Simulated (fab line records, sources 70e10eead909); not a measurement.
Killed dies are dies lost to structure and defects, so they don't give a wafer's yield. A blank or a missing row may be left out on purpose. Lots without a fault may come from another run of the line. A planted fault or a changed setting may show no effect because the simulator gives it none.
Chamber matching | flow nand_harc | NHARC_A_STAIRCASE_DESCUM_291 on rie_diel-12: 4 sister chambers
The step chemistry O2, time 3 s. 8 wafers are shown with their chamber, then 8 later ones without.

WAFERS WITH THEIR CHAMBER
wafer  | chamber | drypump_motor_current_A (A) | oes_product_au (a.u.)
L076.4 | 2       | 5.64                        | 1.024
L076.6 | 2       | 5.65                        | 1.016
L085.1 | 0       | 5.70                        | 0.990
L085.2 | 1       | 5.85                        | 0.983
L085.4 | 1       | 5.84                        | 0.996
L090.2 | 0       | 5.69                        | 1.007
L090.5 | 3       | 5.88                        | 0.988
L092.1 | 3       | 5.87                        | 0.989

WAFERS WITHOUT THEIR CHAMBER
wafer  | drypump_motor_current_A (A) | oes_product_au (a.u.)
L092.2 | 5.86                        | 0.997
L092.3 | 5.69                        | 0.991
L094.3 | 5.70                        | 1.003
L094.4 | 5.71                        | 0.995
L094.5 | 5.66                        | 1.010
L095.2 | 5.85                        | 0.995
L095.4 | 5.66                        | 1.003
L095.6 | 5.85                        | 0.995

WHICH CHAMBER EACH WENT THROUGH
wafer  | from the rows above     | in truth
L092.2 | can't be placed: 1 or 3 | 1
L092.3 | 0                       | 0
L094.3 | 0                       | 0
L094.4 | 0                       | 0
L094.5 | 2                       | 2
L095.2 | 1                       | 1
L095.4 | can't be placed: 2 or 0 | 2
L095.6 | 1                       | 1
Placed correctly: 6 of 8. Can't be placed from these rows: 2 (the true chamber is among the candidates in 2). Placed wrongly: 0.
How it was worked out, from the rows above alone: a wafer's distance from a chamber is the root of the sum, over the readings, of the square of ((its reading less the chamber's mean) divided by the reading's scatter). The wafer belongs to the nearest chamber; if the next one is less than 2 further off, it can't be placed. A chamber's mean is the mean of its shown wafers. The scatter: the root of (the sum of the squares of (reading less its chamber's mean) over the shown wafers, divided by (wafers less chambers)).
